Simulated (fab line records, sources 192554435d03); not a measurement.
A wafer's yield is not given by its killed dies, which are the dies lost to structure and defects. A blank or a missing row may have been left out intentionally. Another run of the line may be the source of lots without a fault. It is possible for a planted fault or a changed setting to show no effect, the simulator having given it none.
Problem report, 8D (eight disciplines) form, completed by code	flow n5_finfet	the parts of the form that need people (team, actions taken, sign-off) are left out

== 1. WHAT IS WRONG ==
Across 6 wafers from 2 lots, V8_OVL at N5_BEOL_M9_OVL_MEAS_29 averages 4.3 nm, while fault-free wafers read 0.1 nm with a standard deviation of 0.66. That is +6.3 standard deviations from the usual mean.
The first sign was on wafer L461.1 at day 13 21:53, on overlay-02. The record holds 29 wafers of 10 lots with a number at this step. Rule for "out" (also "out of limits"): further than 4 standard deviations from the usual mean. All remaining wafers that have a number are taken as sound.

== 2. WHAT IT IS, AND WHAT IT ISN'T ==
question	is	is not
which readings at this step	V8_OVL	-
which lots	L461, L466	L453, L455, L457, L458, L460, L463, L467, L470
which wafers of those lots	all that have a number	-
read on which gauges	overlay-02	-
when	from day 13 21:53	up to then (18 sound wafers); but 5 sound wafers of L467, L470 came after

== 3. WHAT RULES OUT EACH SUSPECT ==
Counting: a tool at a process step up to the reading stays a suspect if it ran every lot that is out and no sound lot after the first of them.
- the gauge at N5_BEOL_M9_OVL_MEAS_29: kept. All the wafers that are out were read on overlay-02, and no step on other tools shows them out.
- euv_scanner-02 at N5_BEOL_M9_EXPOSE_25 (exposes mask V8): kept. All lots that are out passed through it, beginning with L461 at day 13 21:44, and no sound lot followed; its final sound lot before that point was L460 at day 13 03:43.
Left after counting: euv_scanner-02 at N5_BEOL_M9_EXPOSE_25, overlay-02 at N5_BEOL_M9_OVL_MEAS_29.

== 4. THE CAUSE (what the simulator had put in) ==
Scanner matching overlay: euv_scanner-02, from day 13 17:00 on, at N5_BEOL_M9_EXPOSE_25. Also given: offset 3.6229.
After counting, 2 suspects remain, this tool included.

== 5. THE EFFECT CHAIN, in route order ==
Each row: a reading whose mean over the struck wafers that have a number lies more than 3 standard deviations from the usual. Only readings for which the record gives a usual standard deviation are gone through. hours: the time from each lot's start at the first step in this table that gives one to its start at this step, as a median over the lots. sigmas: the change in usual standard deviations.
hours	step	reading	usual	on struck wafers	change	sigmas
0	N5_BEOL_M9_OVL_MEAS_29	V8_OVL	0.1 nm	4.3	+4.2	+6.3

== 6. HOW IT WOULD HAVE BEEN CAUGHT EARLIER ==
Counted from the fault's start at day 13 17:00, it took 5 hours until the first out-of-limits reading at a measuring or inspecting step in this record, taken at day 13 21:53.
Of the lots that are out (2), L466 began N5_BEOL_M9_EXPOSE_25 on euv_scanner-02 after day 13 21:53. Had the tool been put on hold then, it would have been spared.
